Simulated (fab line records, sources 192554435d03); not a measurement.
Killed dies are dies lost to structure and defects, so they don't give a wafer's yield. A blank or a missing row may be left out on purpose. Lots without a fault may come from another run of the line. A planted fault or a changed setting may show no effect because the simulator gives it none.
Chamber matching | flow n5_finfet | N5_DUMMY_GATE_ETCH_36 on rie_diel-06: 4 sister chambers
The step etches SiARC in CF4, target depth 13 nm. 8 wafers are shown with their chamber, then 10 later ones without.

WAFERS WITH THEIR CHAMBER
wafer  | chamber | showerhead_plenum_p_Torr (Torr) | drypump_motor_current_A (A)
L081.3 | 1       | 2.13                            | 5.1
L081.6 | 2       | 2.10                            | 4.9
L084.3 | 2       | 2.10                            | 5.0
L084.6 | 3       | 2.25                            | 5.7
L086.1 | 3       | 2.25                            | 5.7
L086.4 | 0       | 2.06                            | 6.2
L087.3 | 0       | 2.05                            | 6.2
L087.4 | 1       | 2.13                            | 5.1

WAFERS WITHOUT THEIR CHAMBER
wafer  | showerhead_plenum_p_Torr (Torr) | drypump_motor_current_A (A)
L087.5 | 2.10                            | 4.9
L089.2 | 2.05                            | 6.2
L089.4 | 2.12                            | 5.0
L089.5 | 2.13                            | 5.1
L093.2 | 2.09                            | 5.0
L093.4 | 2.12                            | 5.0
L093.6 | 2.24                            | 5.7
L097.1 | 2.24                            | 5.7
L097.3 | 2.05                            | 6.2
L097.6 | 2.24                            | 5.7

WHICH CHAMBER EACH WENT THROUGH
wafer  | from the rows above     | in truth
L087.5 | 2                       | 2
L089.2 | 0                       | 0
L089.4 | can't be placed: 1 or 2 | 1
L089.5 | 1                       | 1
L093.2 | 2                       | 2
L093.4 | can't be placed: 1 or 2 | 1
L093.6 | 3                       | 3
L097.1 | 3                       | 3
L097.3 | 0                       | 0
L097.6 | 3                       | 3
Placed correctly: 8 of 10. Can't be placed from these rows: 2 (the true chamber is among the candidates in 2). Placed wrongly: 0.
How it was worked out, from the rows above alone: a wafer's distance from a chamber is the root of the sum, over the readings, of the square of ((its reading less the chamber's mean) divided by the reading's scatter). The wafer belongs to the nearest chamber; if the next one is less than 2 further off, it can't be placed. A chamber's mean is the mean of its shown wafers. The scatter: the root of (the sum of the squares of (reading less its chamber's mean) over the shown wafers, divided by (wafers less chambers)).
